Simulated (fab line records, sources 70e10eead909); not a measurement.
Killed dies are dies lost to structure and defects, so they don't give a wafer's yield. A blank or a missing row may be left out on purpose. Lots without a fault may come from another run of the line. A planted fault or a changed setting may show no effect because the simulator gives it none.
One fault seen from 2 desks | flow nand_harc | each desk has only its own numbers; what lay behind them comes last

THE TOOL OWNER'S DESK: rie_metal-01
The tool's own readings at NHARC_THIN_TSV_ETCH_59 (etches the open film in Cl2/BCl3, target depth 880 nm, time 138.1 s): means of the sampled wafers that have a number, for each lot that ran on this tool. A lot is out of limits, marked OUT, if its mean lies more than 4 standard deviations from the usual mean; the brackets give that distance.
Columns: A = drypump_motor_current_A at NHARC_THIN_TSV_ETCH_59, usual 5.6 A; B = oes_product_au at NHARC_THIN_TSV_ETCH_59, usual 1.004 a.u.; C = throttle_valve_pct at NHARC_THIN_TSV_ETCH_59, usual 22.265 %
lot  | first seen here | A   | B               | C
L653 | day 21 12:19    | 6.0 | 1.148 (+18) OUT | 22.255
L656 | day 22 04:43    | 6.0 | 1.144 (+18) OUT | 22.258
This desk's finding: out of limits on L653, L656; first on L653, day 21 12:19 (oes_product_au at NHARC_THIN_TSV_ETCH_59). In limits: none.

THE METROLOGY DESK
What the gauges read, lot by lot, whatever tool the lot ran on: means of the sampled wafers that have a number. A lot is out of limits, marked OUT, if its mean lies more than 4 standard deviations from the usual mean; the brackets give that distance.
Columns: A = cd_nm at NHARC_THIN_TSV_CD_MEAS_37, usual 5000.5 nm
lot  | first seen here | A
L643 | day 18 18:42    | 4997.7
L646 | day 19 00:40    | 5000.6
L645 | day 19 01:35    | 5004.6
L644 | day 19 10:36    | 4999.9
L651 | day 21 02:14    | 4999.4
L653 | day 21 13:28    | 4992.7
L656 | day 22 05:56    | 4993.0
L660 | day 23 00:29    | 4997.2
L662 | day 23 13:35    | 5000.3
L665 | day 24 13:10    | 4997.8
L666 | day 25 01:06    | 5000.3
This desk's finding: nothing out of limits on any of the 11 lots.

PUT TOGETHER
The tool owner's desk could have raised an alarm at day 21 12:19, on L653, L656.
The metrology desk saw nothing out of limits.
The metrology desk has L653, L656 on record, within its limits.
Of the lots named, all ran NHARC_THIN_TSV_ETCH_59 on rie_metal-01.

WHAT THE SIMULATOR HAD PUT IN
Process parameter drift: rie_metal-01, from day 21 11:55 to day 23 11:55, at NHARC_THIN_TSV_ETCH_59. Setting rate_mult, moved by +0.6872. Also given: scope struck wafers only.
Lots struck among those shown: L653, L656.
Hours from the fault's start to each desk's first reading out of limits: the tool owner's desk, 0.
